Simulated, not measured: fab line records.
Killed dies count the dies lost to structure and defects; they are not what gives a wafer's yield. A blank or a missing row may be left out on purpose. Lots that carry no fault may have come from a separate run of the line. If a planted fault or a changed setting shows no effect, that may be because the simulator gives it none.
fab line records | flow nandHarc
record: lots: 6 | wafers: 18 | lastDay: 32
route steps=1302 shown A_DECK1_JOINT@539 A_ONON_D2@545
lots that met no fault: taken from a fault-free run of the same line
startH: the number of hours between the record's first day and the start of the first shown wafer of the lot | waitH: hours since the lot's step before | " the same as in the row above | L1.1+2: a row that stands for several wafers | - value missing, or start not given | * or withheld: withheld | < > ~ a bound
route shown NAME@n: a module of which the file shows steps, and the number in the route of the first | usual: average and standard deviation across the fault-free wafers | same: alike in all rows | chamber/n: place in a boat | sites: the reading at each site | _std_site: standard deviation of those values | _edge_site: the outer-site mean with the inner-site mean subtracted | radiusMm: how far each site lies from the wafer's centre | mask NAME#n: copy n | behind: the last tool/chamber to shape the wafer | hold: what put the lot on hold/how long, in hours/how the hold closed | device: transistor that didn't switch, given as n, p or np | end of line: tests run on the same wafers once the route is complete | step lacking rows: just its recipe | killed: at the first sort, the dies lost to defects and structure; wafer yield is something else | map: shows each die of a wafer: x if killed, . if not, _ if none is there
set.NAME: the setting as run; set.NAME@STEP: as run at that earlier step | model.NAME: the simulator's own value behind a step, which no gauge read
certain route steps with their lots: each step a table, each wafer a row
services: a tool's chamber out of use, with start hour (startH, from the record's first day; less than 0 if before it), hours out, and reason
== steps ==
step: NHARC_A_DECK1_JOINT_CMP_02
recipe: material: SiOx
usual: motorCurrentA: 11.9/1.2 | slurryFlowMlMin: 150.0/0.45
lot.wafer | tool   | chamber | startH | waitH | motorCurrentA | slurryFlowMlMin
L690.1    | cmp-04 | 1       | 279.80 | 0.4   | 10.6          | 149.9
L690.2    | "      | 3       | "      | "     | 10.7          | 150.8
L690.6    | "      | 2       | "      | "     | 13.7          | 150.6
L692.1    | cmp-03 | 1       | 312.61 | 0.4   | 12.3          | 150.0
L692.6    | "      | 1       | "      | "     | 11.6          | 149.8
L692.5    | "      | 2       | "      | "     | 11.2          | 150.6
L697.1    | cmp-03 | 3       | 354.77 | 0.4   | 11.5          | 149.9
L697.2    | "      | 1       | "      | "     | 11.8          | 149.8
L697.5    | "      | 3       | "      | "     | 12.3          | 150.2
L699.4    | cmp-04 | 1       | 365.03 | 0.4   | 10.4          | 150.0
L699.1    | "      | 3       | "      | "     | 10.5          | 150.3
L699.6    | "      | 1       | "      | "     | 10.8          | 149.7
L708.2    | cmp-01 | 1       | 465.16 | 0.4   | 11.4          | 150.5
L708.3    | "      | 2       | "      | "     | 11.9          | 149.6
L708.6    | "      | 1       | "      | "     | 11.6          | 150.2
L710.2    | cmp-03 | 2       | 484.03 | 0.4   | 12.3          | 150.2
L710.4    | "      | 1       | "      | "     | 11.9          | 149.7
L710.6    | "      | 2       | "      | "     | 11.9          | 150.9
step: NHARC_A_DECK1_JOINT_SRD_15
step: NHARC_A_DECK1_JOINT_DEP_16
recipe: targetThkA: 450 | tempC: 400 | pressureTorr: 6.5 | rfW: 900 | teosFlowSccm: 161.4 | flowSccm: 2650 | targetThkNm: 45 | gas: O2 | material: SiO2
usual: heaterPowerW: 557/90 | throttleValvePct: 15.9/0.61
lot.wafer | tool     | chamber | startH | waitH | heaterPowerW | throttleValvePct
L690.1    | pecvd-02 | 1       | 280.23 | 0.1   | 463          | 16.3
L690.2    | "        | 2       | "      | "     | 510          | 15.0
L690.6    | "        | 1       | "      | "     | 472          | 16.3
L692.1    | pecvd-02 | 2       | 313.24 | 0.3   | 595          | 14.8
L692.5    | "        | 0       | "      | "     | 563          | 16.3
L692.6    | "        | 1       | "      | "     | 384          | 16.0
L697.2    | pecvd-01 | 1       | 355.13 | 0.1   | 671          | 16.3
L697.1    | "        | 0       | "      | "     | 613          | 15.7
L697.5    | "        | 2       | "      | "     | 621          | 16.0
L699.1    | pecvd-01 | 1       | 365.48 | 0.1   | 621          | 16.3
L699.4    | "        | 2       | "      | "     | 739          | 15.7
L699.6    | "        | 0       | "      | "     | 632          | 15.5
L708.3    | pecvd-04 | 2       | 465.54 | 0.1   | 622          | 15.9
L708.2    | "        | 0       | "      | "     | 571          | 15.1
L708.6    | "        | 1       | "      | "     | 578          | 16.3
L710.2    | pecvd-02 | 2       | 484.42 | 0.1   | 569          | 15.5
L710.6    | "        | 0       | "      | "     | 574          | 16.2
L710.4    | "        | 1       | "      | "     | 484          | 16.6
step: NHARC_A_DECK1_JOINT_THK_MEAS_17
recipe: thkMeasGauge: ellipsometry
usual: thkNm: 44.8/1.1
lot.wafer | tool         | chamber | startH | waitH | thkNm
L690.1    | filmMetro-02 | -       | 280.48 | 0.2   | 43.6
L690.2    | "            | -       | "      | "     | 44.2
L690.6    | "            | -       | "      | "     | 43.9
L692.1    | filmMetro-01 | -       | 313.52 | 0.3   | 43.1
L692.5    | "            | -       | "      | "     | 45.1
L692.6    | "            | -       | "      | "     | 44.0
L697.1    | filmMetro-01 | -       | 355.41 | 0.2   | 43.4
L697.2    | "            | -       | "      | "     | 44.1
L697.5    | "            | -       | "      | "     | 45.5
L699.1    | filmMetro-01 | -       | 365.70 | 0.2   | 44.4
L699.4    | "            | -       | "      | "     | 45.1
L699.6    | "            | -       | "      | "     | 44.4
L708.2    | filmMetro-02 | -       | 465.83 | 0.2   | 46.4
L708.3    | "            | -       | "      | "     | 43.1
L708.6    | "            | -       | "      | "     | 45.4
L710.2    | filmMetro-01 | -       | 484.70 | 0.3   | 45.3
L710.4    | "            | -       | "      | "     | 45.4
L710.6    | "            | -       | "      | "     | 46.7
step: NHARC_A_DECK1_JOINT_INSPECT_05
usual: rawDefectCount: 337/120
lot.wafer | tool             | chamber | startH | waitH | rawDefectCount
L690.1    | defectInspect-01 | -       | 280.51 | 0.0   | 400
L690.2    | "                | -       | "      | "     | 337
L690.6    | "                | -       | "      | "     | 250
L692.1    | defectInspect-02 | -       | 313.55 | 0.0   | 166
L692.5    | "                | -       | "      | "     | 339
L692.6    | "                | -       | "      | "     | 217
L697.1    | defectInspect-02 | -       | 355.45 | 0.0   | 296
L697.2    | "                | -       | "      | "     | 244
L697.5    | "                | -       | "      | "     | 563
L699.1    | defectInspect-02 | -       | 365.74 | 0.0   | 209
L699.4    | "                | -       | "      | "     | 250
L699.6    | "                | -       | "      | "     | 289
L708.2    | defectInspect-02 | -       | 465.86 | 0.0   | 208
L708.3    | "                | -       | "      | "     | 280
L708.6    | "                | -       | "      | "     | 306
L710.2    | defectInspect-02 | -       | 484.73 | 0.0   | 340
L710.4    | "                | -       | "      | "     | 343
L710.6    | "                | -       | "      | "     | 266
step: NHARC_A_ONON_D2_DEP_00
recipe: targetThkA: 10000 | n2FlowSccm: 2750 | n2oFlowSccm: 2000 | nh3FlowSccm: 500 | sih4FlowSccm: 210 | tempC: 400
step: NHARC_A_ONON_D2_THK_MEAS_02
recipe: thkMeasGauge: ellipsometry
usual: thkNm: 1000/12
lot.wafer | tool         | chamber | startH | waitH | thkNm
L690.1    | filmMetro-02 | -       | 281.09 | -     | 996
L690.2    | "            | -       | "      | "     | 995
L690.6    | "            | -       | "      | "     | 997
L692.1    | filmMetro-01 | -       | 314.12 | -     | 1024
L692.5    | "            | -       | "      | "     | 1025
L692.6    | "            | -       | "      | "     | 1025
L697.1    | filmMetro-01 | -       | 356.02 | -     | 994
L697.2    | "            | -       | "      | "     | 993
L697.5    | "            | -       | "      | "     | 993
L699.1    | filmMetro-01 | -       | 366.31 | -     | 996
L699.4    | "            | -       | "      | "     | 994
L699.6    | "            | -       | "      | "     | 994
L708.2    | filmMetro-01 | -       | 466.44 | -     | 994
L708.3    | "            | -       | "      | "     | 996
L708.6    | "            | -       | "      | "     | 998
L710.2    | filmMetro-02 | -       | 485.31 | -     | 1008
L710.4    | "            | -       | "      | "     | 1010
L710.6    | "            | -       | "      | "     | 1010
step: NHARC_A_ONON_D2_DEP_03
recipe: targetThkA: 10000 | n2FlowSccm: 2750 | n2oFlowSccm: 2000 | nh3FlowSccm: 500 | sih4FlowSccm: 210 | tempC: 400
step: NHARC_A_ONON_D2_THK_MEAS_05
recipe: thkMeasGauge: ellipsometry
usual: thkNm: 998/10
lot.wafer | tool         | chamber | startH | waitH | thkNm
L690.1    | filmMetro-02 | -       | 281.66 | -     | 1002
L690.2    | "            | -       | "      | "     | 1004
L690.6    | "            | -       | "      | "     | 1003
L692.1    | filmMetro-01 | -       | 314.68 | -     | 1002
L692.5    | "            | -       | "      | "     | 1002
L692.6    | "            | -       | "      | "     | 1000
L697.1    | filmMetro-02 | -       | 356.60 | -     | 977
L697.2    | "            | -       | "      | "     | 978
L697.5    | "            | -       | "      | "     | 979
L699.1    | filmMetro-02 | -       | 366.88 | -     | 1015
L699.4    | "            | -       | "      | "     | 1014
L699.6    | "            | -       | "      | "     | 1014
L708.2    | filmMetro-02 | -       | 467.01 | -     | 1007
L708.3    | "            | -       | "      | "     | 1006
L708.6    | "            | -       | "      | "     | 1008
L710.2    | filmMetro-02 | -       | 485.90 | -     | 1001
L710.4    | "            | -       | "      | "     | 1000
L710.6    | "            | -       | "      | "     | 1001
step: NHARC_A_ONON_D2_DEP_06
recipe: targetThkA: 10000 | n2FlowSccm: 2750 | n2oFlowSccm: 2000 | nh3FlowSccm: 500 | sih4FlowSccm: 210 | tempC: 400
step: NHARC_A_ONON_D2_THK_MEAS_08
recipe: thkMeasGauge: ellipsometry
usual: thkNm: 996/7.7
lot.wafer | tool         | chamber | startH | waitH | thkNm
L690.1    | filmMetro-01 | -       | 282.23 | -     | 1002
L690.2    | "            | -       | "      | "     | 1000
L690.6    | "            | -       | "      | "     | 1005
L692.1    | filmMetro-02 | -       | 315.25 | -     | 994
L692.5    | "            | -       | "      | "     | 994
L692.6    | "            | -       | "      | "     | 993
L697.1    | filmMetro-02 | -       | 357.16 | -     | 1012
L697.2    | "            | -       | "      | "     | 1010
L697.5    | "            | -       | "      | "     | 1011
L699.1    | filmMetro-02 | -       | 367.45 | -     | 1001
L699.4    | "            | -       | "      | "     | 1002
L699.6    | "            | -       | "      | "     | 1002
L708.2    | filmMetro-02 | -       | 467.58 | -     | 1007
L708.3    | "            | -       | "      | "     | 1005
L708.6    | "            | -       | "      | "     | 1007
L710.2    | filmMetro-01 | -       | 486.47 | -     | 1004
L710.4    | "            | -       | "      | "     | 1005
L710.6    | "            | -       | "      | "     | 1004
step: NHARC_A_ONON_D2_DEP_09
recipe: targetThkA: 10000 | n2FlowSccm: 2750 | n2oFlowSccm: 2000 | nh3FlowSccm: 500 | sih4FlowSccm: 210 | tempC: 400
lot.wafer  | tool         | chamber | startH | waitH
L690.1+2+6 | pecvdOnon-04 | 0       | 282.29 | 0.1
L692.1+5+6 | pecvdOnon-01 | 0       | 315.31 | 0.1
L697.1+2+5 | pecvdOnon-01 | 0       | 357.22 | 0.1
L699.1+4+6 | pecvdOnon-01 | 0       | 367.50 | 0.1
L708.2+3+6 | pecvdOnon-03 | 0       | 467.70 | 0.1
L710.2+4+6 | pecvdOnon-04 | 0       | 486.59 | 0.1
step: NHARC_A_ONON_D2_THK_MEAS_11
recipe: thkMeasGauge: ellipsometry
usual: thkNm: 999/10
lot.wafer | tool         | chamber | startH | waitH | thkNm
L690.1    | filmMetro-02 | -       | 282.81 | -     | 1017
L690.2    | "            | -       | "      | "     | 1017
L690.6    | "            | -       | "      | "     | 1018
L692.1    | filmMetro-02 | -       | 315.82 | -     | 996
L692.5    | "            | -       | "      | "     | 994
L692.6    | "            | -       | "      | "     | 994
L697.1    | filmMetro-01 | -       | 357.72 | -     | 1010
L697.2    | "            | -       | "      | "     | 676
L697.5    | "            | -       | "      | "     | 676
L699.1    | filmMetro-01 | -       | 368.02 | -     | 997
L699.4    | "            | -       | "      | "     | 660
L699.6    | "            | -       | "      | "     | 995
L708.2    | filmMetro-02 | -       | 468.15 | -     | 981
L708.3    | "            | -       | "      | "     | 978
L708.6    | "            | -       | "      | "     | 979
L710.2    | filmMetro-02 | -       | 487.04 | -     | 997
L710.4    | "            | -       | "      | "     | 997
L710.6    | "            | -       | "      | "     | 998
step: NHARC_A_ONON_D2_DEP_12
recipe: targetThkA: 10000 | n2FlowSccm: 2750 | n2oFlowSccm: 2000 | nh3FlowSccm: 500 | sih4FlowSccm: 210 | tempC: 400
== services ==
tool         | chamber | startH | hours | kind
cmp-01       | -       | 256.48 | 1.1   | repair
cmp-03       | -       | 261.86 | 4.0   | pm
cmp-01       | -       | 267.78 | 0.6   | repair
pecvd-04     | -       | 269.30 | 13.0  | pm
pecvdOnon-01 | -       | 269.41 | 13.0  | pm
cmp-01       | -       | 269.46 | 1.5   | repair
cmp-04       | -       | 280.20 | 1.4   | repair
cmp-04       | -       | 281.87 | 7.7   | repair
pecvd-02     | -       | 288.75 | 0.5   | repair
pecvdOnon-04 | -       | 311.00 | 13.0  | pm
pecvd-01     | -       | 311.00 | 13.0  | pm
cmp-03       | -       | 324.32 | 0.7   | repair
cmp-04       | -       | 334.79 | 4.0   | pm
cmp-03       | -       | 359.86 | 4.0   | pm
cmp-03       | -       | 394.43 | 1.1   | repair
cmp-04       | -       | 401.27 | 3.3   | repair
pecvd-02     | -       | 408.38 | 13.0  | pm
cmp-04       | -       | 414.67 | 0.6   | repair
cmp-03       | -       | 420.31 | 0.4   | repair
cmp-04       | -       | 432.79 | 4.0   | pm
cmp-03       | -       | 449.61 | 1.3   | repair
pecvdOnon-01 | -       | 450.41 | 13.0  | pm
cmp-03       | -       | 457.86 | 4.0   | pm
pecvdOnon-04 | -       | 461.79 | 1.3   | repair
== key ==
firstSign: step: NHARC_A_ONON_D2_THK_MEAS_11 | reading: thkNm | direction: down | sigmas: 32 | usual: 999 | struck: 671
effect none on later readings
metAt NHARC_A_ONON_D2_DEP_09
struckWafers L697.2,L697.5,L699.4
laterRowsLeftOut L697.2,L697.5,L699.4
sortLeftOut L697.2,L697.5,L699.4
testerLeftOut L697,L699
onsetBetween 315.31 357.22
fault: kind: processParameterDrift | tool: pecvdOnon-01 | chamber: - | onsetH: 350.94 | steps: NHARC_A_ONON_D2_DEP_09 | channel: targetThkA | offset: * | shape: step | endH: 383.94 | scope: struckWafersOnly | actsIn: * | stated: *
testerLeftOut: of these lots the tester's yield and bins aren't shown, on N5 and GAA mostly nor the transistor test; their killed dies are dies lost to structure and defects alone, not to doping, threshold or leakage, so they don't give the yield
sortLeftOut: the simulated sort isn't trusted on such a fault, so these wafers' sort isn't shown, and their yield isn't known
laterRowsLeftOut: the simulator's readings of these wafers behind a module that went badly wrong aren't trusted and aren't shown, but for the sort
